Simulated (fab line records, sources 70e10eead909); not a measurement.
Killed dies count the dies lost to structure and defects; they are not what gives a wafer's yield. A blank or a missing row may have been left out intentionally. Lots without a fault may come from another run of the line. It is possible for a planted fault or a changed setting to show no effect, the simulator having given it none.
What tool caused it?	flow nandHarc	12 lots with 36 wafers sampled at 6 steps, on a route of 1159 steps

== WHAT THE GAUGES READ, wafer by wafer ==
NHARC_A_CONTACT_INSPECT_44.
lot	measured	on	rawDefectCount
L314	day 19 13:15	defectInspect-02	6 7 9
L312	day 19 18:57	defectInspect-01	4 5 15
L310	day 19 19:06	defectInspect-02	20 19 34
L316	day 20 10:07	defectInspect-02	27 25 21
L315	day 20 15:44	defectInspect-02	9 12 14
L317	day 20 16:15	defectInspect-02	35 33 43
L320	day 20 20:39	defectInspect-01	26 37 31
L325	day 22 08:31	defectInspect-01	36 42 21
L331	day 22 20:11	defectInspect-02	770 791 766
L326	day 23 00:54	defectInspect-01	26 25 35
L322	day 23 09:50	defectInspect-02	804 781 718
L333	day 23 19:52	defectInspect-02	15 11 16

NHARC_END_SORT_01.
lot	measured	on	killedAtArray	killedAtOther	killedAtPeriphery	killedDies	killedOpen	killedShort
L317	day 26 04:05	prober-01	36	0	1	37	3	2
L331	day 27 19:00	prober-01	135 141 128	0 1 0	3 6 4	138 148 132	1 2 2	1 0 1
L322	day 28 06:14	prober-02	123 136 145	0 0 0	4 3 1	127 139 146	6 10 1	3 0 1

== WHAT TOOL EACH LOT RAN ON (gives the tool, then ch and the chambers of the sampled wafers, and finally the start) ==
lot	NHARC_A_CONTACT_DEP_24	NHARC_A_CONTACT_DEP_28	NHARC_A_CONTACT_DESCUM_47	NHARC_A_CONTACT_ETCH_112
L314	pecvd-03 ch 0,1,2, day 19 09:40	aclDep-03 ch 0, day 19 10:12	rieDiel-06 ch 0,2,3, day 19 13:19	harCapEtch-01 ch 0,1, day 19 14:47
L312	pecvd-03 ch 0,1,2, day 19 15:18	aclDep-03 ch 0, day 19 15:54	rieDiel-04 ch 0,1,2, day 19 19:02	harCapEtch-03 ch 0,1, day 19 20:28
L310	pecvd-02 ch 0,1, day 19 15:31	aclDep-02 ch 0, day 19 15:59	rieDiel-05 ch 0,1, day 19 19:11	harCapEtch-02 ch 0,1, day 19 20:57
L316	pecvd-03 ch 0,1,2, day 20 01:23	aclDep-02 ch 0, day 20 08:01	rieDiel-05 ch 0,1,3, day 20 10:20	harCapEtch-01 ch 0,1, day 20 12:24
L315	pecvd-04 ch 0,1,2, day 20 08:40	aclDep-02 ch 0, day 20 13:47	rieDiel-06 ch 1,2,3, day 20 15:50	harCapEtch-01 ch 0,1, day 20 17:48
L317	pecvd-04 ch 0,1,2, day 20 08:55	aclDep-01 ch 0, day 20 13:32	rieDiel-06 ch 1,2,3, day 20 16:25	harCapEtch-02 ch 0,1, day 20 18:09
L320	pecvd-02 ch 0,1,2, day 20 14:47	aclDep-03 ch 0, day 20 18:03	rieDiel-06 ch 1,3, day 20 20:43	harCapEtch-03 ch 1, day 20 22:13
L325	pecvd-04 ch 1,2, day 22 04:59	aclDep-02 ch 0, day 22 05:55	rieDiel-06 ch 0,2,3, day 22 08:34	harCapEtch-01 ch 1, day 22 10:04
L331	pecvd-04 ch 1,2, day 22 16:01	aclDep-03 ch 0, day 22 17:29	rieDiel-06 ch 1,2,3, day 22 20:16	harCapEtch-03 ch 0,1, day 22 21:55
L326	pecvd-04 ch 1,2, day 22 20:23	aclDep-01 ch 0, day 22 21:44	rieDiel-06 ch 0,1,3, day 23 00:58	harCapEtch-02 ch 0,1, day 23 02:28
L322	pecvd-04 ch 0,2, day 23 04:48	aclDep-03 ch 0, day 23 06:49	rieDiel-04 ch 0,1,3, day 23 09:55	harCapEtch-03 ch 0,1, day 23 11:22
L333	pecvd-04 ch 0,1,2, day 23 13:33	aclDep-02 ch 0, day 23 16:48	rieDiel-05 ch 2,3, day 23 19:56	harCapEtch-02 ch 0,1, day 23 22:00
- NHARC_A_CONTACT_DEP_24: deposits SiO2, target thk 500 nm.
- NHARC_A_CONTACT_DEP_28: deposits aC, target thk 3600 nm.
- NHARC_A_CONTACT_DESCUM_47: chemistry O2, time 3 s.
- NHARC_A_CONTACT_ETCH_112: etches the open film in C4F8/O2/Ar, time 94 s, target depth 922 nm.

== AS READ BY THE TOOLS THEMSELVES (means over the sampled wafers that have a number; for cases with no such wafer, the mark the record gives instead) ==
NHARC_A_CONTACT_DEP_24.
lot	tool	heaterPowerW (W)	throttleValvePct (%)
L314	pecvd-03	580	15.3
L312	pecvd-03	590	15.2
L310	pecvd-02	515	15.7
L316	pecvd-03	640	15.4
L315	pecvd-04	455	16.0
L317	pecvd-04	493	16.0
L320	pecvd-02	589	15.6
L325	pecvd-04	502	16.1
L331	pecvd-04	525	16.3
L326	pecvd-04	497	16.5
L322	pecvd-04	439	16.2
L333	pecvd-04	463	16.1

NHARC_A_CONTACT_DEP_28.
lot	tool	throttleValvePct (%)
L314	aclDep-03	35.007
L312	aclDep-03	34.997
L310	aclDep-02	35.002
L316	aclDep-02	35.007
L315	aclDep-02	34.996
L317	aclDep-01	34.994
L320	aclDep-03	35.001
L325	aclDep-02	35.009
L331	aclDep-03	35.006
L326	aclDep-01	35.009
L322	aclDep-03	35.009
L333	aclDep-02	35.005

NHARC_A_CONTACT_DESCUM_47.
lot	tool	drypumpMotorCurrentA (A)	oesProductAu (a.u.)	rfVppV (V)	showerheadPlenumPTorr (Torr)	throttleValvePct (%)
L314	rieDiel-06	6.0	0.990	57.8	1.92	11.315
L312	rieDiel-04	6.1	1.003	58.1	1.89	11.309
L310	rieDiel-05	5.8	0.999	57.5	1.88	11.319
L316	rieDiel-05	5.6	0.995	57.5	1.86	11.311
L315	rieDiel-06	5.4	0.999	58.6	1.95	11.312
L317	rieDiel-06	5.4	1.002	56.8	1.95	11.309
L320	rieDiel-06	5.6	0.998	58.2	2.01	11.309
L325	rieDiel-06	6.0	0.999	57.3	1.91	11.317
L331	rieDiel-06	5.4	0.996	57.8	1.94	11.312
L326	rieDiel-06	5.9	0.994	57.0	1.99	11.301
L322	rieDiel-04	5.6	1.000	58.1	1.92	11.316
L333	rieDiel-05	6.1	0.992	57.4	1.91	11.309

== THE ANSWER, worked out from the rows above alone ==
Rule: the lots themselves supply what counts as usual. Put in order of their means at a reading, lots are off if they are a third of the lots or fewer, leave a main group of 4 or more, and stand apart from it by a gap of 3 or more times the standard deviation of the main group's means; of several such gaps the widest counts. The tables above print the reading to a certain number of digits; a main group whose means all agree to those digits is not used. Also off: a lot with no number at a reading for which 4 or more lots have one. All remaining lots with rows at the step are treated as sound. First the gauges in route order, then the tools' own readings, where a lot's mean is used as printed above. The first step at which some lot is off is used, and at that step the reading that is off furthest; a lot without a number counts as furthest.
Off at NHARC_A_CONTACT_INSPECT_44 (rawDefectCount): L331, L322. The main group: mean 22, standard deviation 10.
A tool fits if, at a process step before that reading, it ran every lot that is off, and no sound lot after the first of them. Those tools and the gauges at NHARC_A_CONTACT_INSPECT_44 are tried in the same way. One fits: aclDep-03 at NHARC_A_CONTACT_DEP_28. A fault onset in the window from L320 (day 20 18:03, its last sound lot) to L331 (day 22 17:29, its first lot off) fits.

== WHAT HAD BEEN PUT IN BY THE SIMULATOR ==
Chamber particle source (aclDep-03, NHARC_A_CONTACT_DEP_28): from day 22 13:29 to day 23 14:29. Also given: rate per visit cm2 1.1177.
Shown lots that were struck: L331, L322. The rule above found the same.
